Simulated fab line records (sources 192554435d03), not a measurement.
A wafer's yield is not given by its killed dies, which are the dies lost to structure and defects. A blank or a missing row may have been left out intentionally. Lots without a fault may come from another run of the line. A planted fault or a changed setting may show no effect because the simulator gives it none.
Which of the tools did it? | flow n5Finfet | 10 lots with 27 wafers sampled at 2 steps, on a route of 1938 steps

## WHAT EACH GAUGE READ, for each wafer
N5_WELL_APT_OVL_MEAS_26.
lot  | measured    | on         | PWELL_OVL (nm)
L193 | day 2 09:00 | overlay-01 | -2 1
L195 | day 2 21:09 | overlay-02 | 5 -9 9
L197 | day 3 09:49 | overlay-01 | 7 3
L198 | day 3 14:59 | overlay-02 | -1 -4
L199 | day 3 21:06 | overlay-01 | -11 -5 -5
L209 | day 6 09:02 | overlay-01 | 25 21 24
L210 | day 6 15:28 | overlay-02 | 28 25 24
L211 | day 6 21:14 | overlay-02 | -5 -1 -2
L212 | day 7 02:51 | overlay-02 | -10 -3 -10
L213 | day 7 08:58 | overlay-02 | -3 -6 -1

## TOOL THAT RAN EACH LOT (tool first, then ch and the chambers of the sampled wafers, then the start)
lot  | N5_WELL_APT_EXPOSE_22
L193 | krfScanner-02 ch 0, day 2 08:48
L195 | krfScanner-02 ch 0, day 2 20:56
L197 | krfScanner-02 ch 0, day 3 09:37
L198 | krfScanner-01 ch 0, day 3 14:47
L199 | krfScanner-01 ch 0, day 3 20:54
L209 | krfScanner-02 ch 0, day 6 08:50
L210 | krfScanner-02 ch 0, day 6 15:16
L211 | krfScanner-01 ch 0, day 6 21:02
L212 | krfScanner-01 ch 0, day 7 02:40
L213 | krfScanner-01 ch 0, day 7 08:45
- N5_WELL_APT_EXPOSE_22: exposes mask PWELL, defocus 0 nm, target cd 200 nm.

## THE ANSWER, worked out from the rows above alone
Rule: the lots themselves supply what counts as usual. The widest of any qualifying gaps counts: lots, ordered by their means at a reading, are off when they make up no more than a third of the lots, leave a main group of 4 or more, and stand apart from it by 3 or more times the standard deviation of that group's means. A main group is skipped when, at the precision printed for the reading in the tables above, its means are all equal. A lot without any number at a reading at which 4 lots or more have one is off too. Any other lot the step has rows for is counted as sound.
Off: L209, L210, at N5_WELL_APT_OVL_MEAS_26 (PWELL_OVL). For the main group the mean is -2 nm and the standard deviation 3.9.
If a tool, at a process step before that reading, ran all the lots that are off and no sound lot after the first of them, it fits. Those tools and the gauges at N5_WELL_APT_OVL_MEAS_26 are tried in the same way. One candidate fits, namely krfScanner-02 at N5_WELL_APT_EXPOSE_22. A fault onset in the window from L197 (day 3 09:37, its last sound lot) to L209 (day 6 08:50, its first lot off) fits.

## WHAT THE SIMULATOR HAD PUT IN
Scanner matching overlay: krfScanner-02, from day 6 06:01 on, at N5_WELL_APT_EXPOSE_22. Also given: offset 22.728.
Struck lots among those shown: L209, L210. The rule given above showed the same thing.
